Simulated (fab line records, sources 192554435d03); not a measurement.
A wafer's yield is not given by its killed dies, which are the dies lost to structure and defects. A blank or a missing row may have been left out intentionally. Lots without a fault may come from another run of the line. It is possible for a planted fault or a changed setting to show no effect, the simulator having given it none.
Lot-split experiment -- flow n5-finfet -- 7 lots, 21 wafers read, on a route of 1938 steps

ON THE SPLIT
At N5_WELL_APT_EXPOSE_05 (exposes mask NWELL, defocus 0 nm, target cd 200 nm), the setting dose-mj was moved away from the recipe's 20.3 on 6 of the 21 wafers read, by -4.5% to +6.9%. The other wafers ran this setting at the recipe's value.

FROM THE SPLIT TO THE READING: what the file shows between them, 2 steps
- N5_WELL_APT_DEVELOP_07: develop time 45 s (also split here: develop-time-s)
- N5_WELL_APT_HARDBAKE_12: time 120 s

THE READING
cd-nm at N5_WELL_APT_CD_MEAS_08, given in nm (cd target 200 nm). Fault-free wafers of this fab line usually give 199.3 nm, standard deviation 1.7 nm.

wafer,"tool, chamber at the split",dose-mj as run,against the recipe,"cd-nm, nm",against lot-mates on the recipe
L075.2,"krf-scanner-02, 0",21.05,+3.7%,202.8,+4.1
L075.3,"krf-scanner-02, 0",20.3,recipe,197.7,-
L075.6,"krf-scanner-02, 0",20.3,recipe,199.7,-
L079.1,"krf-scanner-01, 0",19.38,-4.5%,191.2,-7.8
L079.2,"krf-scanner-01, 0",19.38,-4.5%,192.4,-6.6
L079.5,"krf-scanner-01, 0",20.3,recipe,199.0,-
L085.1,"krf-scanner-02, 0",20.3,recipe,201.6,-
L085.4,"krf-scanner-02, 0",21.71,+6.9%,208.8,+7.2
L085.5,"krf-scanner-02, 0",21.71,+6.9%,210.5,+8.9
L087.2,"krf-scanner-01, 0",20.3,recipe,200.6,-
L087.5,"krf-scanner-01, 0",20.3,recipe,198.1,-
L087.6,"krf-scanner-01, 0",20.3,recipe,197.5,-
L088.2,"krf-scanner-01, 0",20.3,recipe,200.2,-
L088.4,"krf-scanner-01, 0",20.3,recipe,199.7,-
L088.5,"krf-scanner-01, 0",20.3,recipe,197.7,-
L092.1,"krf-scanner-02, 0",20.3,recipe,200.5,-
L092.2,"krf-scanner-02, 0",20.3,recipe,199.8,-
L092.5,"krf-scanner-02, 0",20.3,recipe,200.0,-
L097.2,"krf-scanner-02, 0",21.02,+3.5%,204.1,+7.2
L097.3,"krf-scanner-02, 0",20.3,recipe,197.8,-
L097.4,"krf-scanner-02, 0",20.3,recipe,196.0,-

THE FIT
A straight line over all 21 wafers: cd-nm changes by +1.5 nm for each +1% of dose-mj; r = +0.95; the points scatter about the line by 1.4 nm.
The same after taking each lot's own level away (the mean of its wafers on the recipe; 21 wafers): +1.34 nm for each +1%; r = +0.96; scatter 1.2 nm.
The reading moves by 9.3 nm for the largest change in dose-mj, on that fit.
From 196.90 to 201.60 nm: that is the span of the lots' own levels, equal to 2.8 times the standard deviation above.
So the lot-to-lot level changes the slope: the two fits differ.
Check: with one of the wafers moved furthest among these (+6.9%) left out of the fit, the line predicts +10 nm for it against its lot-mates. It came out at +7.2 nm against them.

FURTHER SPLITS ON THESE WAFERS
Other splits were also applied to these wafers ahead of the reading. Each is held against what the fit with the lots' levels taken away leaves over:
other split on the same wafers,wafers away from the commonest value,r with cd-nm (lot level and that fit taken away)
N5_WELL_APT_DEVELOP_07 develop-time-s,3,+0.02

THE WHOLE CHAIN: every reading that the file lists as answering this split, in the file's order
step,what it does,reading,change (the file's fit),r (the file's)
N5_WELL_APT_CD_MEAS_08,target cd 200 nm,cd-nm,+1.36 nm for each +1% of the setting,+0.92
N5_WELL_APT_DESCUM_13,"chemistry O2, time 7.9 s","WELL_APT.cd-nm (the simulator's own value, which no gauge read)",+1.37 nm for each +1% of the setting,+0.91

THE FILE'S OWN FIT
cd-nm changes by +1.36 nm for each +1% of dose-mj, r = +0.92.
